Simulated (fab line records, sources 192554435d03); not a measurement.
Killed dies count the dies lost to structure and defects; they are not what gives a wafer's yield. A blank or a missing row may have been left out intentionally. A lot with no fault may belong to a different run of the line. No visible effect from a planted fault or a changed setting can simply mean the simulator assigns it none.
What tool caused it?    flow n5 finfet    11 lots (33 wafers sampled), 1 step of a 1938-step route

## WHAT THE GAUGES SHOWED, per wafer
N5_BEOL_M8_INSPECT_58: inspects for defects (darkfield).
lot   measured      on                 raw defect count
L454  day 11 00:06  defect inspect-01  110 60 55
L455  day 11 00:26  defect inspect-01  88 137 72
L457  day 11 12:23  defect inspect-01  81 58 40
L458  day 11 12:52  defect inspect-02  128 97 102
L456  day 11 20:45  defect inspect-01  42 98 56
L459  day 11 22:35  defect inspect-02  75 71 110
L461  day 12 08:51  defect inspect-02  68 70 88
L467  day 14 05:22  defect inspect-01  76 72 80
L471  day 15 05:32  defect inspect-02  105 162 107
L473  day 15 05:43  defect inspect-02  55 58 35
L475  day 16 11:20  defect inspect-01  44 43 46

## WHICH TOOL RAN EACH LOT (tool, then ch and the chambers of the sampled wafers, then the start)
The record shows no process step preceding these readings.

## THE ANSWER, worked out from the rows above alone
Rule: the lots themselves supply what counts as usual. The widest of any qualifying gaps counts: lots, ordered by their means at a reading, are off when they make up no more than a third of the lots, leave a main group of 4 or more, and stand apart from it by 3 or more times the standard deviation of that group's means. If all means in a main group match to the digits the tables above print for the reading, that group is not used. A lot without any number at a reading at which 4 lots or more have one is off too. The other lots that the step has rows for count as sound.
No lot is off at any reading shown: from this, nothing can be told.

## WHAT HAD BEEN PUT IN BY THE SIMULATOR
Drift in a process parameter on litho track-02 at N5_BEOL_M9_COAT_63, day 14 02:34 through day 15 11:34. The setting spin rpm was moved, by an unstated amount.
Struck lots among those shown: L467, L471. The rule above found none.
